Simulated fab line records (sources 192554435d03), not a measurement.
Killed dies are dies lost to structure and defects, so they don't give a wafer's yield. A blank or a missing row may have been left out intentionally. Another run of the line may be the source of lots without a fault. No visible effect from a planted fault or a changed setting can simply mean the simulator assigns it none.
Struck lot and sound lot, side by side + flow n5Finfet + 43 steps out of a route of 1938
Sound: wafers L259.1, L259.2, L259.5. Struck: wafers L269.2, L269.4, L269.6. Last of all comes the cause.
At each step with rows: each side's tool, then ch and its chambers, then its first start. Under that, the readings that differ: sound wafers + struck wafers + difference of the means + sigmas: that difference in standard deviations of wafers without a fault.
alike: same words and numbers on both sides, and readings whose means sit less than 2 such deviations apart. not compared: any withheld reading, any reading some wafer has no value for, any bound like >300 that may hide the same value, and any number with overlapping values for which the record gives no deviation.
Wherever a step has rows on one side only, a row that says differs or no value, or a row with sigmas, the two part there. When numbers do not overlap yet have no deviation, they are printed without sigmas and do not part them. A reading missing from all wafers of one side parts the sides only when that side holds two or more wafers.

first, 1 step without rows for these wafers: N5_HKMG_FIN_STRIP_56 (strips in N2/H2).
N5_HKMG_FIN_STRIP_57: strips in CF4.
  sound on rieDiel-05 ch 0,1,2, day 4 17:30; struck on rieDiel-02 ch 0,2,3, day 7 08:54
  alike: drypumpMotorCurrentA, oesProductAu, rfVppV, showerheadPlenumPTorr, throttleValvePct
  not compared: rfHoursCounterH
N5_HKMG_FIN_ETCH_58: etches SOC in N2/H2, target depth 215.8 nm, time 741 s.
  sound on rieDiel-05 ch 0,1,2, day 4 17:31; struck on rieDiel-02 ch 0,2,3, day 7 08:55
  alike: biasW, chamberPressureMTorr, drypumpMotorCurrentA, oesProductAu, rfVppV, showerheadPlenumPTorr, throttleValvePct
  not compared: rfHoursCounterH
N5_HKMG_FIN_STRIP_93: strips SOC in N2/H2, time 20 s.
  sound on rieDiel-05 ch 0,1,2, day 4 17:56; struck on rieDiel-02 ch 0,2,3, day 7 09:21
  alike: drypumpMotorCurrentA, oesProductAu, rfVppV, showerheadPlenumPTorr, throttleValvePct
  not compared: rfHoursCounterH
then, 8 steps without rows for these wafers: N5_HKMG_FIN_WET_ETCH_76 (etches Al2O3 in dNH4OH, stops on La2O3, target depth 2.25 nm, rinse time 30 s); N5_HKMG_FIN_STRIP_60 (strips in N2/H2, time 360 s); N5_HKMG_FIN_WET_ETCH_77 (etches La2O3 in dHCl, stops on HfO2, target depth 2 nm); N5_HKMG_FIN_WET_ETCH_78 (etches Al2O3 in dNH4OH, stops on La2O3, target depth 4.5 nm, rinse time 30 s); N5_HKMG_FIN_ALD_79 (deposits TiN, target thk 1.5 nm, pulse time 1 s, purge time 3 s); N5_HKMG_FIN_CVD_62 (deposits a-Si from Si2H6, target thk 3 nm, time 20.8 s); N5_HKMG_FIN_RTA_80 (time 2 s); N5_HKMG_FIN_PRECLEAN_64 (cleans in dHF, time 30 s).
N5_HKMG_FIN_WET_ETCH_65: etches a-Si in TMAH, stops on TiN, time 49 s, target depth 3 nm.
  sound on wetBench-02 ch 0,3,4, day 4 19:14; struck on wetBench-03 ch 2,4,5, day 7 10:39
  no value came back on the struck wafers for bathGuardTempC (C), bathHeatDutyPct (%); on the sound wafers bathGuardTempC (C) reads 70.5 70.5 70.3
| reading                                  | sound       | struck      | difference | sigmas |
|------------------------------------------|-------------|-------------|------------|--------|
| model.a-Si_of_HKMG_FIN_CVD_62.thkNm (nm) | 0 0 0       | 3 3 3       | +3         |        |
| model.TiN_of_HKMG_FIN_ALD_79.thkNm (nm)  | 1.2 1.2 1.2 | 1.4 1.4 1.4 | +0.2       |        |
then, 3 steps without rows for these wafers: N5_HKMG_FIN_WET_ETCH_81 (etches TiN in SC1, stops on HfO2, time 57 s, target depth 6 nm); N5_HKMG_FIN_WET_ETCH_82 (etches La2O3 in dHCl, stops on HfO2, target depth 2 nm, rinse time 30 s); N5_HKMG_FIN_ALD_36 (deposits TiN, target thk 1 nm, pulse time 1 s, purge time 3 s).
N5_HKMG_FIN_THK_MEAS_70: measures by xrf.
  struck on filmMetro-01, day 7 11:02; sound on filmMetro-01, day 4 19:37
  alike: HK_THK
then, 9 steps without rows for these wafers: N5_HKMG_FIN_PWFM_ALD_03 (deposits TiN, target thk 2 nm, pulse time 1 s, purge time 3 s); N5_HKMG_FIN_COAT_29 (time 60 s, resist thk 300 nm); N5_HKMG_FIN_COAT_30 (time 60 s, resist thk 35 nm); N5_HKMG_FIN_COAT_06 (resist thk 90 nm); N5_HKMG_FIN_EBR_08; N5_HKMG_FIN_SOFTBAKE_07 (time 60 s); N5_HKMG_FIN_EXPOSE_09 (exposes mask NWFM); N5_HKMG_FIN_PEB_10 (peb time 60 s); N5_HKMG_FIN_DEVELOP_11 (develop time 30 s).
N5_HKMG_FIN_CD_MEAS_12 targets a cd of 92.8 nm.
  sound on cdSem-03 ch 0, day 4 20:29; struck on cdSem-03 ch 0, day 7 11:47
  alike: cdNm
N5_HKMG_FIN_OVL_MEAS_13:
  sound on overlay-01 ch 0, day 4 20:31; struck on overlay-01 ch 0, day 7 11:49
  alike: NWFM_OVL
N5_HKMG_FIN_INSPECT_14: inspects for defects (macro).
  struck on defectInspect-02, day 7 11:50; sound on defectInspect-02, day 4 20:33
  alike: rawDefectCount
then, 2 steps without rows for these wafers: N5_HKMG_FIN_DESCUM_17 (chemistry O2, time 7.9 s); N5_HKMG_FIN_ETCH_31 (etches SiARC in CF4, target depth 45.5 nm, time 75.8 s).
N5_HKMG_FIN_ETCH_32: etches SOC in N2/H2, target depth 240 nm, time 300 s.
  sound on rieDiel-05 ch 0,2, day 4 20:40; struck on rieDiel-05 ch 0,1,2, day 7 11:58
  alike: biasW, chamberPressureMTorr, drypumpMotorCurrentA, oesProductAu, rfVppV, showerheadPlenumPTorr, throttleValvePct
  not compared: rfHoursCounterH
then, 2 steps without rows for these wafers: N5_HKMG_FIN_STRIP_33 (strips in N2/H2); N5_HKMG_FIN_STRIP_34 (strips in CF4).
N5_HKMG_FIN_ETCH_35: etches SOC in N2/H2, target depth 215.8 nm, time 243.4 s.
  sound on rieDiel-05 ch 0,2, day 4 20:53; struck on rieDiel-05 ch 0,1,2, day 7 12:11
  alike: biasW, chamberPressureMTorr, drypumpMotorCurrentA, oesProductAu, rfVppV, showerheadPlenumPTorr, throttleValvePct
  not compared: rfHoursCounterH
then, 7 steps without rows for these wafers: N5_HKMG_FIN_STRIP_92 (strips SOC in N2/H2, time 20 s); N5_HKMG_FIN_WET_ETCH_18 (etches TiN in SC1, time 55 s, target depth 5.2 nm, rinse time 30 s); N5_HKMG_FIN_STRIP_19 (strips in N2/H2, time 360 s); N5_HKMG_FIN_ALD_91 (deposits TiN, target thk 1 nm, pulse time 1 s, purge time 3 s); N5_HKMG_FIN_COAT_85 (time 60 s, resist thk 300 nm); N5_HKMG_FIN_ETCH_86 (etches SOC in N2/H2, stops on TiN, target depth 393.2 nm); N5_HKMG_FIN_STRIP_89 (strips SOC in N2/H2, time 20 s).
-- a jump in the record: the struck wafers' starts before and after are 4 days apart (it breaks off in module HKMG_FIN and resumes in module BEOL_M4, where the first step shown is number 1111 of the route) --
N5_BEOL_M4_RC_MEAS_101:
  sound on prober-02 ch 0, day 9 14:39; struck on prober-01 ch 0, day 11 18:34
| reading             | sound                   | struck                     | difference | sigmas      |
|---------------------|-------------------------|----------------------------|------------|-------------|
| EOT_P               | 10.51 10.46 10.46       | 10.75 10.83 11.08          | +0.41      | +4          |
| IGATE_P (nA/um)     | 0.0036 0.0039 0.0049    | 0.0008 0.0008 0.0006       | -0.0034    | -6          |
| IOFF_N (nA/um)      | 0.17 0.15 0.13          | 0.00 0.00 0.00             | -0.15      | -3          |
| IOFF_N_85C (nA/um)  | 3.2 3.0 2.7             | 0.0 0.0 0.0                | -3.0       | -4          |
| IOFF_N_LIN (nA/um)  | 0.074 0.071 0.063       | 0.000 0.000 0.000          | -0.069     | -4          |
| IOFF_N_LONG (nA/um) | 5.2e-05 5.3e-05 5.1e-05 | 3.8e-05 3.7e-05 3.8e-05    | -1.4e-05   | -4          |
| IOFF_P (nA/um)      | 0.23 0.20 0.18          | 3.40 3.66 4.13             | +3.53      | +72         |
| IOFF_P_85C (nA/um)  | 4.0 3.6 3.2             | 38.4 40.9 44.8             | +37.8      | +54         |
| IOFF_P_LIN (nA/um)  | 0.105 0.097 0.088       | 1.847 1.899 2.107          | +1.854     | +99 or more |
| IOFF_P_LONG (nA/um) | 0.000114 0.0001 9.9e-05 | 0.001177 0.001158 0.001165 | +0.001062  | +99 or more |
| ION_N (uA/um)       | 659 676 656             | 152 154 158                | -509       | -34         |
| ION_P (uA/um)       | 456 468 451             | 560 563 573                | +107       | +12         |
| VT_N (mV)           | 248 247 251             | 503 501 505                | +254       | +58         |
| VT_N_LONG (mV)      | 277.8 278.5 275.5       | 518.0 515.4 518.4          | +240.0     | +99 or more |
| VT_N_LVT (mV)       | 100 99 102              | 358 354 354                | +255       | +54         |
| VT_P (mV)           | -248 -249 -252          | -166 -164 -165             | +85        | +21         |
| VT_P_LONG (mV)      | -275.3 -274.1 -275.2    | -200.9 -201.2 -201.2       | +73.8      | +26         |
| VT_P_LVT (mV)       | -99 -100 -101           | -17 -17 -14                | +84        | +22         |
  alike: DIBL_N, DIBL_P, SS_N, SS_P

WHERE THEY PART
First at N5_HKMG_FIN_WET_ETCH_65; last, within this record, at N5_BEOL_M4_RC_MEAS_101.

WHY: what the simulator had put in
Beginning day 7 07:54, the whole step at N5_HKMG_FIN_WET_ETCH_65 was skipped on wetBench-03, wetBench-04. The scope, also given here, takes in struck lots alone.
